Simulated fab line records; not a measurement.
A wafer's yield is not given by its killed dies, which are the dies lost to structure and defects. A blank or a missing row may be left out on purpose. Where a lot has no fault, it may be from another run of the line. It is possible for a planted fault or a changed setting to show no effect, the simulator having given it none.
fab line records ; flow n5Finfet
record lots=10; wafers=27; lastDay=18
route steps=1938 shown BEOL_M8@1348
lots untouched by any fault: they come from a run of this same line in which no faults occurred
startH: start of the lot's first displayed wafer, in hours after the record's first day ; waitH: time in hours since the lot's previous step ; " identical to the entry in the row above ; L1.1+2: one row covering several wafers at once ; - either no value or no given start ; * or withheld: withheld ; < > ~ a bound
route shown NAME@n: NAME is a module with steps in the file, n the number in the route of the first one ; usual: the fault-free wafers' mean and standard deviation ; same: alike in all rows ; chamber/n: place in a boat ; sites: the reading at each site ; _std_site: their standard deviation ; _edge_site: mean of outer sites minus mean of inner sites ; radiusMm: for every site, how far away it sits from the centre of the wafer ; mask NAME#n: copy n ; behind: the last tool/chamber to shape the wafer ; hold: the reason the lot was held/the length of the hold in hours/how it ended ; device: which transistor (n, p or np) failed to switch ; end of line: tests of these same wafers at the route's end ; step lacking rows: just its recipe ; killed: dies lost to structure and defects at the first sort, not the wafer's yield ; map: dies across one wafer; x = killed, . = not, _ = none there
set.NAME: the setting the step ran with; set.NAME@STEP: the setting that earlier step ran with ; model.NAME: the simulator's own value behind a step, which no gauge read
one table for each step of the route and one row for each wafer, over a sample of lots
services: from which hour (startH, from the record's first day; less than 0 if before it) a tool's chamber was out of use, for how many hours, and why
## steps
# step N5_BEOL_M8_DESCUM_16
# recipe chemistry=O2; timeS=7.9; sourcePowerW=50; biasPowerW=20; pressureMtorr=20; rfFrequencyHz=2.712e+07; tempC=40; resist=CAR-ArF; o2FlowSccm=225
# usual drypumpMotorCurrentA=5.5/0.5; o2FlowSccm=224.9/0.72; oesProductAu=0.77/0.069; rfVppV=243.9/1.2; showerheadPlenumPTorr=2.14/0.06; throttleValvePct=20.57/0.21
lot.wafer;tool;chamber;startH;waitH;drypumpMotorCurrentA;o2FlowSccm;oesProductAu;rfHoursCounterH;rfVppV;showerheadPlenumPTorr;throttleValvePct
L879.2;rieDiel-03;1;226.91;0.3;5.2;224.6;0.79;133;242.5;2.11;20.54
L879.4;rieDiel-03;0;226.91;0.3;5.7;225.4;0.74;-;244.2;2.17;20.49
L879.6;rieDiel-03;1;226.91;0.3;5.2;225.4;0.79;-;243.9;2.11;20.54
L883.3;rieDiel-03;2;252.56;0.3;5.3;225.9;0.74;148;243.1;2.11;20.94
L883.4;rieDiel-03;3;252.56;0.3;6.3;225.3;0.97;6;246.0;2.25;20.50
L883.6;rieDiel-03;2;252.56;0.3;5.3;226.3;0.74;-;242.6;2.11;20.95
L882.3;rieDiel-05;1;252.60;0.3;5.6;224.7;0.82;97;243.5;2.03;20.46
L882.4;rieDiel-05;2;252.60;0.3;5.6;225.0;0.85;74;244.4;2.21;20.41
L882.5;rieDiel-05;1;252.60;0.3;5.6;225.3;0.82;-;242.0;2.03;20.47
L886.1;rieDiel-01;2;258.22;0.0;4.9;225.4;0.69;203;243.8;2.18;20.82
L886.2;rieDiel-01;1;258.22;0.0;5.2;225.6;0.84;72;242.9;2.14;20.53
L886.4;rieDiel-01;0;258.22;0.0;6.4;223.8;0.79;119;244.8;2.10;20.19
L888.1;rieDiel-01;2;271.71;0.7;5.0;223.9;0.70;207;245.0;2.18;20.82
L888.2;rieDiel-01;1;271.71;0.7;5.2;225.8;0.84;75;244.0;2.13;20.53
L888.6;rieDiel-01;3;271.71;0.7;5.4;225.3;0.70;-;244.7;2.14;20.35
L889.2;rieDiel-03;2;271.94;0.7;5.3;224.0;0.73;155;241.9;2.11;20.95
L889.3;rieDiel-03;0;271.94;0.7;5.7;225.8;0.72;180;245.1;2.16;20.50
L889.6;rieDiel-03;0;271.94;0.7;5.7;224.8;0.72;-;246.1;2.16;20.50
L898.1;rieDiel-03;0;349.88;0.0;5.7;224.9;0.71;208;243.5;2.15;20.53
L898.5;rieDiel-03;2;349.88;0.0;5.3;225.5;0.71;-;243.1;2.10;20.98
L899.3;rieDiel-05;2;353.75;0.0;5.6;225.4;0.79;114;245.6;2.19;20.49
L899.4;rieDiel-05;1;353.75;0.0;5.6;225.3;0.78;130;241.3;2.02;20.52
L900.3;rieDiel-01;2;362.41;0.1;4.9;223.8;0.68;240;243.7;2.17;20.87
L900.4;rieDiel-01;0;362.41;0.1;6.4;225.1;0.77;154;242.9;2.08;20.25
L901.2;rieDiel-01;1;362.88;0.1;5.2;225.8;0.80;108;243.7;2.12;20.59
L901.4;rieDiel-01;2;362.88;0.1;5.0;224.3;0.67;240;244.5;2.17;20.87
L901.5;rieDiel-01;2;362.88;0.1;5.0;225.0;0.67;-;245.1;2.17;20.88
# step N5_BEOL_M8_ETCH_61
# recipe chemistry=CF4; target=SiARC; targetDepthA=455; maskMaterial=CAR-ArF; timeS=75.8; ionEnergyEv=80; pressureMtorr=40; sourceW=545; biasW=36; Ar_flow_sccm=100; cf4FlowSccm=100; ends=cleared
# usual drypumpMotorCurrentA=5.5/0.5; etchRfOnTimeS=75.6/2.1; oesProductAu=0.66/0.059; rfVppV=184.6/1.1; showerheadPlenumPTorr=2.18/0.065; throttleValvePct=15.72/0.17
lot.wafer;tool;chamber;startH;waitH;drypumpMotorCurrentA;etchRfOnTimeS;oesProductAu;rfHoursCounterH;rfVppV;showerheadPlenumPTorr;throttleValvePct
L879.2;rieDiel-03;1;226.95;0.0;5.3;78.1;0.66;133;184.3;2.14;15.60
L879.4;rieDiel-03;0;226.95;0.0;5.7;74.4;0.63;-;184.6;2.22;15.64
L879.6;rieDiel-03;1;226.95;0.0;5.2;77.3;0.67;-;184.8;2.14;15.61
L883.3;rieDiel-03;2;252.59;0.0;5.3;77.1;0.63;148;184.9;2.15;15.99
L883.4;rieDiel-03;3;252.59;0.0;6.3;72.7;0.85;6;184.1;2.30;15.57
L883.6;rieDiel-03;2;252.59;0.0;5.3;76.8;0.63;-;184.1;2.15;15.99
L882.3;rieDiel-05;1;252.63;0.0;5.6;73.6;0.71;97;182.0;2.07;15.52
L882.4;rieDiel-05;2;252.63;0.0;5.6;71.6;0.72;74;185.1;2.26;15.61
L882.5;rieDiel-05;1;252.63;0.0;5.6;72.9;0.71;-;183.0;2.07;15.53
L886.1;rieDiel-01;2;258.25;0.0;5.0;75.0;0.61;203;184.7;2.21;15.96
L886.2;rieDiel-01;1;258.25;0.0;5.2;74.5;0.71;72;184.8;2.15;15.50
L886.4;rieDiel-01;0;258.25;0.0;6.4;77.8;0.66;119;185.0;2.15;15.44
L888.1;rieDiel-01;2;271.74;0.0;4.9;75.0;0.61;208;183.5;2.21;15.94
L888.2;rieDiel-01;1;271.74;0.0;5.2;75.0;0.70;75;184.7;2.15;15.49
L888.6;rieDiel-01;3;271.74;0.0;5.3;75.2;0.59;-;183.2;2.21;15.76
L889.2;rieDiel-03;2;271.97;0.0;5.3;77.6;0.62;155;183.1;2.15;16.00
L889.3;rieDiel-03;0;271.97;0.0;5.7;74.9;0.62;180;186.3;2.21;15.68
L889.6;rieDiel-03;0;271.97;0.0;5.6;74.9;0.63;-;186.0;2.21;15.68
L898.1;rieDiel-03;0;349.92;0.0;5.7;73.5;0.61;208;185.7;2.20;15.73
L898.5;rieDiel-03;2;349.92;0.0;5.3;77.6;0.61;-;183.6;2.14;16.06
L899.3;rieDiel-05;2;353.78;0.0;5.6;72.6;0.68;114;184.7;2.24;15.71
L899.4;rieDiel-05;1;353.78;0.0;5.6;73.2;0.68;130;184.6;2.05;15.59
L900.3;rieDiel-01;2;362.44;0.0;5.0;75.5;0.59;240;185.7;2.19;16.02
L900.4;rieDiel-01;0;362.44;0.0;6.4;77.6;0.64;154;183.0;2.14;15.53
L901.2;rieDiel-01;1;362.92;0.0;5.3;75.5;0.68;108;183.8;2.14;15.56
L901.4;rieDiel-01;2;362.92;0.0;4.9;76.1;0.59;240;184.7;2.19;16.03
L901.5;rieDiel-01;2;362.92;0.0;4.9;76.1;0.59;-;184.6;2.19;16.03
# step N5_BEOL_M8_ETCH_72
# recipe chemistry=N2/H2; target=underlayer; targetDepthA=65; maskMaterial=CAR-EUV; timeS=5.2; ionEnergyEv=200; pressureMtorr=30; sourceW=840; biasW=150; n2FlowSccm=200; h2FlowSccm=200; ends=cleared
# usual drypumpMotorCurrentA=5.5/0.5; etchRfOnTimeS=5.17/0.14; oesProductAu=0.66/0.054; rfVppV=525.2/2.3; showerheadPlenumPTorr=2.59/0.074; throttleValvePct=17.97/0.093
lot.wafer;tool;chamber;startH;waitH;drypumpMotorCurrentA;etchRfOnTimeS;oesProductAu;rfHoursCounterH;rfVppV;showerheadPlenumPTorr;throttleValvePct
L879.2;rieDiel-03;2;231.91;0.0;5.3;5.16;0.65;140;523.4;2.54;18.10
L879.4;rieDiel-03;1;231.91;0.0;5.2;5.26;0.66;-;524.8;2.56;18.03
L879.6;rieDiel-03;0;231.91;0.0;5.6;5.05;0.64;-;527.1;2.65;18.00
L883.3;rieDiel-05;2;254.90;0.0;5.6;4.88;0.73;76;526.7;2.70;17.97
L883.4;rieDiel-05;2;254.90;0.0;5.6;4.85;0.73;-;527.3;2.70;17.99
L883.6;rieDiel-05;3;254.90;0.0;4.6;5.35;0.69;-;528.0;2.67;17.92
L882.3;rieDiel-01;3;255.07;0.0;5.4;5.17;0.59;209;526.8;2.62;17.91
L882.4;rieDiel-01;2;255.07;0.0;4.9;5.13;0.62;201;526.8;2.61;18.04
L882.5;rieDiel-01;2;255.07;0.0;5.0;5.18;0.61;-;526.9;2.60;18.01
L886.1;rieDiel-05;0;260.13;0.0;6.2;5.28;0.67;104;522.2;2.45;17.99
L886.2;rieDiel-05;3;260.13;0.0;4.6;5.35;0.69;93;525.2;2.67;17.90
L886.4;rieDiel-05;2;260.13;0.0;5.6;4.86;0.73;78;527.2;2.70;17.99
L888.1;rieDiel-01;0;273.59;0.0;6.4;5.33;0.65;124;524.0;2.57;17.89
L888.2;rieDiel-01;2;273.59;0.0;5.0;5.08;0.62;208;524.8;2.60;18.05
L888.6;rieDiel-01;1;273.59;0.0;5.2;5.15;0.71;-;525.1;2.58;17.82
L889.2;rieDiel-01;0;274.05;0.0;6.4;5.31;0.65;124;525.5;2.57;17.86
L889.3;rieDiel-01;1;274.05;0.0;5.2;5.11;0.70;77;527.7;2.58;17.83
L889.6;rieDiel-01;3;274.05;0.0;5.3;5.14;0.59;-;525.6;2.62;17.93
L898.1;rieDiel-01;0;354.37;0.0;6.3;5.39;0.63;151;524.0;2.56;17.91
L898.5;rieDiel-01;1;354.37;0.0;5.2;3.30;0.90;-;524.1;2.56;17.91
L899.3;rieDiel-01;3;356.23;0.0;5.4;3.30;0.76;245;522.7;2.61;18.00
L899.4;rieDiel-01;0;356.23;0.0;6.4;5.29;0.63;152;521.0;2.56;17.92
L900.3;rieDiel-01;3;364.84;0.0;5.3;3.24;0.78;247;524.6;2.61;18.03
L900.4;rieDiel-01;2;364.84;0.0;4.9;5.11;0.59;240;525.5;2.59;18.07
L901.2;rieDiel-05;0;365.01;0.0;6.2;5.35;0.65;136;521.2;2.44;18.05
L901.4;rieDiel-05;3;365.01;0.0;4.6;5.36;0.66;131;527.2;2.65;17.95
L901.5;rieDiel-05;1;365.01;0.0;5.7;5.10;0.66;-;522.7;2.46;18.13
# step N5_BEOL_M8_STRIP_36
# recipe chemistry=N2/H2; powerW=450; tempC=40; pressureMtorr=20; rfFrequencyHz=6e+07; overashFraction=0.3; biasPowerW=7; h2Frac=0.5; n2FlowSccm=200; h2FlowSccm=200
# usual drypumpMotorCurrentA=5.5/0.5; oesProductAu=0.77/0.065; rfVppV=59.4/1.4; showerheadPlenumPTorr=2.59/0.074; throttleValvePct=23.77/0.14
lot.wafer;tool;chamber;startH;waitH;drypumpMotorCurrentA;oesProductAu;rfHoursCounterH;rfVppV;showerheadPlenumPTorr;throttleValvePct
L879.2;rieDiel-03;2;232.10;0.0;5.3;0.75;140;62.1;2.53;23.90
L879.4;rieDiel-03;1;232.10;0.0;5.2;0.78;-;60.0;2.56;23.85
L879.6;rieDiel-03;0;232.10;0.0;5.7;0.73;-;60.1;2.65;23.90
L883.3;rieDiel-05;2;255.09;0.0;5.6;0.85;76;59.6;2.70;23.81
L883.4;rieDiel-05;2;255.09;0.0;5.6;0.84;-;60.2;2.70;23.79
L883.6;rieDiel-05;3;255.09;0.0;4.6;0.82;-;59.8;2.67;23.73
L882.3;rieDiel-01;3;255.26;0.0;5.3;0.70;210;58.6;2.62;23.63
L882.4;rieDiel-01;2;255.26;0.0;4.9;0.71;201;58.7;2.60;23.60
L882.5;rieDiel-01;2;255.26;0.0;4.9;0.71;-;59.0;2.60;23.62
L886.1;rieDiel-05;0;260.33;0.0;6.2;0.81;104;57.3;2.44;23.76
L886.2;rieDiel-05;3;260.33;0.0;4.6;0.79;93;57.8;2.67;23.74
L886.4;rieDiel-05;2;260.33;0.0;5.6;0.85;78;61.6;2.69;23.79
L888.1;rieDiel-01;0;273.79;0.0;6.3;0.78;124;60.7;2.57;23.70
L888.2;rieDiel-01;2;273.79;0.0;4.9;0.70;209;59.8;2.60;23.63
L888.6;rieDiel-01;1;273.79;0.0;5.2;0.83;-;58.2;2.57;23.56
L889.2;rieDiel-01;0;274.25;0.0;6.4;0.79;124;57.5;2.57;23.69
L889.3;rieDiel-01;1;274.25;0.0;5.2;0.84;77;57.5;2.57;23.56
L889.6;rieDiel-01;3;274.25;0.0;5.4;0.69;-;59.5;2.61;23.68
L898.1;rieDiel-01;0;354.57;0.0;6.4;0.76;151;60.7;2.56;23.74
L898.5;rieDiel-01;1;354.57;0.0;5.3;0.79;-;59.2;2.56;23.59
L899.3;rieDiel-01;3;356.43;0.0;5.3;0.67;245;62.3;2.60;23.71
L899.4;rieDiel-01;0;356.43;0.0;6.4;0.77;152;57.4;2.56;23.73
L900.3;rieDiel-01;3;365.04;0.0;5.3;0.67;247;59.0;2.60;23.72
L900.4;rieDiel-01;2;365.04;0.0;5.0;0.67;240;57.0;2.58;23.67
L901.2;rieDiel-05;0;365.21;0.0;6.2;0.78;136;59.5;2.43;23.80
L901.4;rieDiel-05;3;365.21;0.0;4.6;0.76;131;60.1;2.65;23.79
L901.5;rieDiel-05;1;365.21;0.0;5.7;0.79;-;60.2;2.45;24.08
## services
tool;chamber;startH;hours;kind
rieDiel-03;3;216.77;-;clean
rieDiel-03;3;216.77;-;consumableReplace:focusRing
rieDiel-03;3;216.77;-;consumableReplace:showerhead
rieDiel-03;3;216.77;18.6;scheduledDown
rieDiel-03;3;216.77;18.6;ventCycle
rieDiel-01;0;228.17;6.0;repair
rieDiel-01;-;238.12;15.6;pm
rieDiel-01;1;263.76;3.0;repair
rieDiel-01;-;322.39;0.2;repair
rieDiel-03;1;336.08;13.1;repair
## key
firstSign step=N5_BEOL_M8_ETCH_72; reading=etchRfOnTimeS; direction=down; sigmas=14; usual=*; struck=*
effect step=N5_BEOL_M8_ETCH_72; reading=oesProductAu; direction=up; sigmas=2.8; usual=0.66; struck=0.81
metAt N5_BEOL_M8_ETCH_72
struckLots L898,L899,L900
struckWafers L898.5,L899.3,L900.3
notActingAt N5_BEOL_M8_DESCUM_16,N5_BEOL_M8_ETCH_61,N5_BEOL_M8_STRIP_36
onsetBetween 274.05 354.37
fault kind=processParameterDrift; tool=rieDiel-01; chamber=-; onsetH=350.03; steps=N5_BEOL_M8_ETCH_72; channel=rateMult; offset=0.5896; shape=step; endH=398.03; scope=struckWafersOnly
